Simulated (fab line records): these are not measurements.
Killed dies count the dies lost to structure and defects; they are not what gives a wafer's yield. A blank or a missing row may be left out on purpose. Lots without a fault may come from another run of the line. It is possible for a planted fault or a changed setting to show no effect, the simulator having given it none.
Which tool was responsible?	flow n5Finfet	9 lots, 27 wafers sampled, at 8 steps of a route of 1938

== WHAT THE GAUGES READ, wafer by wafer ==
N5_MOL_CONTACT_COAG_INSPECT_97: inspects for defects (darkfield). Usual: rawDefectCount at 45, with a standard deviation of 20.
lot	measured	on	rawDefectCount	flag
L990	day 6 17:50	defectInspect-01	32 31 68	
L993	day 7 08:00	defectInspect-02	35 37 39	
L996	day 8 02:56	defectInspect-02	13 27 9	
L997	day 8 14:44	defectInspect-01	67 31 63	
L998	day 8 17:45	defectInspect-02	89 56 56	
L100	day 9 03:31	defectInspect-02	45 37 25	
L103	day 9 22:51	defectInspect-01	73 59 58	
L107	day 10 19:21	defectInspect-01	35 52 31	
L108	day 11 01:17	defectInspect-01	75 58 40	

N5_BEOL_M0_SAQP_OVL_MEAS_15. Usual: M0_CORE_OVL gives -0.3 nm (standard deviation 0.69).
lot	measured	on	M0_CORE_OVL (nm)	flag
L990	day 6 20:17	overlay-02	0.7 1.5 -0.1	
L993	day 7 11:19	overlay-02	-1.4 -1.6 -0.6	
L996	day 8 05:35	overlay-02	-0.6 -0.7 -0.5	
L997	day 8 16:41	overlay-01	-0.4 -1.1 0.1	
L998	day 8 21:01	overlay-02	0.3 -0.2 0.9	
L100	day 9 05:35	overlay-02	0.2 -0.4 -0.2	
L103	day 10 01:48	overlay-02	0.1 0.2 -0.9	
L107	day 10 20:46	overlay-01	0.2 -0.3 -0.3	
L108	day 11 03:19	overlay-01	0.9 -0.2 0.6	

N5_BEOL_M0_SAQP_INSPECT_16: inspects for defects (brightfield). Usual: rawDefectCount at 526, with a standard deviation of 130.
lot	measured	on	rawDefectCount	flag
L990	day 6 20:18	defectInspect-01	555 461 485	
L993	day 7 11:20	defectInspect-01	798 553 438	
L996	day 8 05:36	defectInspect-02	571 436 532	
L997	day 8 16:43	defectInspect-01	1252 1213 1264	OFF
L998	day 8 21:02	defectInspect-01	1606 1611 1342	OFF
L100	day 9 05:36	defectInspect-01	342 602 737	
L103	day 10 01:50	defectInspect-01	577 642 530	
L107	day 10 20:47	defectInspect-02	602 506 677	
L108	day 11 03:20	defectInspect-01	353 369 519	

N5_BEOL_M0_SAQP_INSPECT_42: inspects for defects (brightfield). Usual: rawDefectCount at 302, with a standard deviation of 90.
lot	measured	on	rawDefectCount	flag
L990	day 7 00:58	defectInspect-02	327 243 234	
L993	day 7 16:40	defectInspect-02	448 335 313	
L996	day 8 10:10	defectInspect-02	275 292 287	
L997	day 8 23:18	defectInspect-02	1102 1148 1145	OFF
L998	day 9 02:31	defectInspect-01	1112 1242 1194	OFF
L100	day 9 09:48	defectInspect-02	250 217 304	
L103	day 10 06:58	defectInspect-01	359 316 303	
L107	day 11 01:08	defectInspect-01	494 315 430	
L108	day 11 08:05	defectInspect-02	186 275 259	

N5_BEOL_M0_CUTY_INSPECT_59: inspects for defects (macro). Usual: rawDefectCount at 2.0, with a standard deviation of 1.3.
lot	measured	on	rawDefectCount	flag
L990	day 7 02:49	defectInspect-02	1 2 1	
L993	day 7 18:07	defectInspect-02	2 3 4	
L996	day 8 11:33	defectInspect-02	2 3 1	
L997	day 9 00:43	defectInspect-02	>300 >300 >300	OFF
L998	day 9 03:49	defectInspect-02	>300 >300 >300	OFF
L100	day 9 11:32	defectInspect-02	4 3 2	
L103	day 10 08:22	defectInspect-01	4 3 3	
L107	day 11 02:45	defectInspect-02	1 0 2	
L108	day 11 09:22	defectInspect-01	0 1 2	

N5_BEOL_M4_RC_MEAS_101. Usual: DIBL_N 35.9 mV/V, standard deviation 1.3; DIBL_P 36.3 mV/V, standard deviation 1.5; IOFF_N 0.153 nA/um, standard deviation 0.023; IOFF_P 0.208 nA/um, standard deviation 0.028; ION_N 672 uA/um, standard deviation 9.7; ION_P 462 uA/um, standard deviation 6.6; SS_N 71.5 mV/dec, standard deviation 0.53; SS_P 73.3 mV/dec, standard deviation 0.59; VT_N 250.4 mV, standard deviation 2.7; VT_P -250.5 mV, standard deviation 3.
lot	measured	on	DIBL_N (mV/V)	DIBL_P (mV/V)	IOFF_N (nA/um)	IOFF_P (nA/um)	ION_N (uA/um)	ION_P (uA/um)	SS_N (mV/dec)	SS_P (mV/dec)	VT_N (mV)	VT_P (mV)	flag
L990	day 9 11:50	prober-02	35.4 35.8 35.4	35.4 35.4 35.4	0.143 0.147 0.144	0.196 0.200 0.190	674 677 669	466 456 460	71.4 70.9 71.3	72.8 72.8 72.3	250.7 249.8 251.7	-251.0 -250.4 -251.9	
L993	day 10 09:09	prober-01	37.4 37.9 38.0	38.0 38.7 39.7	0.171 0.185 0.196	0.221 0.240 0.259	674 677 682	466 466 477	72.1 70.7 72.0	74.5 74.4 74.4	248.5 249.1 246.2	-248.4 -250.1 -249.4	
L996	day 10 20:38	prober-01	35.1 35.7 35.5	34.6 35.3 34.3	0.125 0.141 0.130	0.201 0.216 0.203	666 670 668	466 462 463	70.8 71.6 71.7	72.6 73.7 73.0	253.6 248.8 253.1	-245.9 -247.0 -245.9	
L997	day 11 03:49	prober-01	35.8 34.1 34.7	35.2 32.7 34.5	0.141 0.116 0.120	0.200 0.167 0.191	670 649 654	462 450 464	71.3 70.6 70.8	73.0 72.7 73.3	252.4 257.0 253.8	-250.8 -254.7 -251.3	
L998	day 11 11:40	prober-02	36.8 34.5 35.1	35.5 33.3 33.3	0.161 0.123 0.129	0.211 0.178 0.176	677 660 659	454 452 454	71.4 71.1 71.6	74.0 72.7 73.3	253.2 253.4 254.8	-251.8 -253.1 -253.2	
L100	day 12 04:38	prober-02	36.0 37.6 36.6	36.8 37.8 36.5	0.177 0.198 0.174	0.237 0.244 0.235	687 664 676	471 460 465	71.6 72.9 71.9	73.8 74.2 73.4	243.4 246.2 246.1	-248.4 -247.6 -246.4	
L103	day 12 15:20	prober-01	34.7 35.2 34.3	36.2 36.0 35.4	0.135 0.140 0.126	0.171 0.176 0.161	677 667 663	456 455 456	71.2 71.5 71.2	72.8 73.7 73.0	253.7 252.1 253.5	-255.0 -255.3 -255.1	
L107	day 14 01:19	prober-02	37.1 36.4 36.6	38.5 37.5 37.4	0.190 0.170 0.165	0.239 0.215 0.209	690 691 679	472 468 462	71.4 71.4 71.7	74.4 74.6 73.0	247.0 248.6 249.0	-248.6 -250.0 -248.8	
L108	day 14 04:28	prober-02	34.8 35.1 36.2	35.7 36.5 37.1	0.130 0.138 0.155	0.177 0.189 0.208	667 674 671	465 461 459	71.1 71.4 71.0	73.4 72.4 73.0	252.7 252.6 252.4	-253.0 -253.8 -251.6	

== WHICH TOOL RAN EACH LOT (tool, then ch and the chambers of the sampled wafers, then the start) ==
lot	N5_BEOL_M0_SAQP_PECVD_03	N5_BEOL_M0_SAQP_HM_DEP_111
L990	pecvd-01 ch 0,1,2, day 6 19:33	pecvd-04 ch 0,1, day 6 19:48
L993	pecvd-04 ch 0,1, day 7 10:43	pecvd-03 ch 0,2, day 7 10:58
L996	pecvd-03 ch 1,2, day 8 04:59	pecvd-03 ch 1,2, day 8 05:14
L997	pecvd-04 ch 0,1,2, day 8 15:58	pecvd-03 ch 1,2, day 8 16:13
L998	pecvd-01 ch 0,1,2, day 8 20:25	pecvd-03 ch 0,1,2, day 8 20:41
L100	pecvd-01 ch 0, day 9 04:53	pecvd-04 ch 0,1,2, day 9 05:14
L103	pecvd-03 ch 0, day 10 00:44	pecvd-01 ch 0,2, day 10 01:20
L107	pecvd-04 ch 0,1,2, day 10 20:04	pecvd-01 ch 0, day 10 20:20
L108	pecvd-01 ch 1,2, day 11 02:41	pecvd-04 ch 1,2, day 11 02:56
- N5_BEOL_M0_SAQP_PECVD_03: deposits SiCN from 3MS/NH3, target thk 12 nm, time 21.1 s.
- N5_BEOL_M0_SAQP_HM_DEP_111: deposits SiO2 from SiH4/N2O, target thk 12 nm, time 7.2 s.

== AS READ BY THE TOOLS THEMSELVES (means over the sampled wafers that have a number; for cases with no such wafer, the mark the record gives instead) ==
N5_BEOL_M0_SAQP_PECVD_03. Usual: chamberPressureTorr 3.000 Torr, standard deviation 0.0065; showerheadPlenumPTorr 3.657 Torr, standard deviation 0.017; throttleValvePct 8.8 %, standard deviation 0.35.
lot	tool	chamberPressureTorr (Torr)	showerheadPlenumPTorr (Torr)	throttleValvePct (%)	flag
L990	pecvd-01	3.005	3.664	8.9	
L993	pecvd-04	3.002	3.644	9.1	
L996	pecvd-03	2.996	3.671	8.8	
L997	pecvd-04	3.000	3.651	8.7	
L998	pecvd-01	3.001	3.656	8.9	
L100	pecvd-01	2.999	3.660	8.9	
L103	pecvd-03	3.000	3.659	8.7	
L107	pecvd-04	2.997	3.655	8.8	
L108	pecvd-01	2.999	3.654	8.9	

N5_BEOL_M0_SAQP_HM_DEP_111. Usual: chamberPressureTorr 0.7500 Torr, standard deviation 0.0018; heaterPowerW 775 W, standard deviation 95; showerheadPlenumPTorr 8.10 Torr, standard deviation 0.19.
lot	tool	chamberPressureTorr (Torr)	heaterPowerW (W)	showerheadPlenumPTorr (Torr)	flag
L990	pecvd-04	0.7506	720	7.90	
L993	pecvd-03	0.7493	710	7.94	
L996	pecvd-03	0.7498	745	8.05	
L997	pecvd-03	0.7477	747	8.06	
L998	pecvd-03	0.7483	772	8.14	
L100	pecvd-04	0.7504	859	8.03	
L103	pecvd-01	0.7501	872	8.11	
L107	pecvd-01	0.7503	729	8.10	
L108	pecvd-04	0.7501	939	8.07	

== THE ANSWER, worked out from the rows above alone ==
Rule: take the mean of a lot's wafers that have a number; if it is more than 3 standard deviations from the usual mean, the lot is off. Also off: a lot with no number at a reading for which 4 or more lots have one. All remaining lots with rows at the step are treated as sound. Order of review: gauges by route order, followed by the tools' own readings, for which a lot's mean as printed above is used. At the first step where some lot is off, the reading lying furthest off is the one used; lots without a number count as furthest.
Off at N5_BEOL_M0_SAQP_INSPECT_16 (rawDefectCount): L997, L998.
A tool fits if, at a process step before that reading, it ran every lot that is off, and no sound lot after the first of them. The gauges at N5_BEOL_M0_SAQP_INSPECT_16 aren't tried: what is off there is off at N5_BEOL_M0_CUTY_INSPECT_59 too, on other tools, and a gauge's error can't cause that. One fits: pecvd-03 at N5_BEOL_M0_SAQP_HM_DEP_111. A fault onset in the window from L996 (day 8 05:14, its last sound lot) to L997 (day 8 16:13, its first lot off) fits.
The tool's own readings at N5_BEOL_M0_SAQP_HM_DEP_111 bear it out: on the lots that are off they differ by more than 5 times the standard deviation of the sound lots' means. chamberPressureTorr reads 0.7480 Torr there against 0.7501 Torr on the sound lots.

== WHAT THE SIMULATOR HAD INSERTED ==
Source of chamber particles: pecvd-03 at N5_BEOL_M0_SAQP_HM_DEP_111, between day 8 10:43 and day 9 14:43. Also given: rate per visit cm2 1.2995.
Struck lots among those shown: L997, L998. Same finding as the rule above.
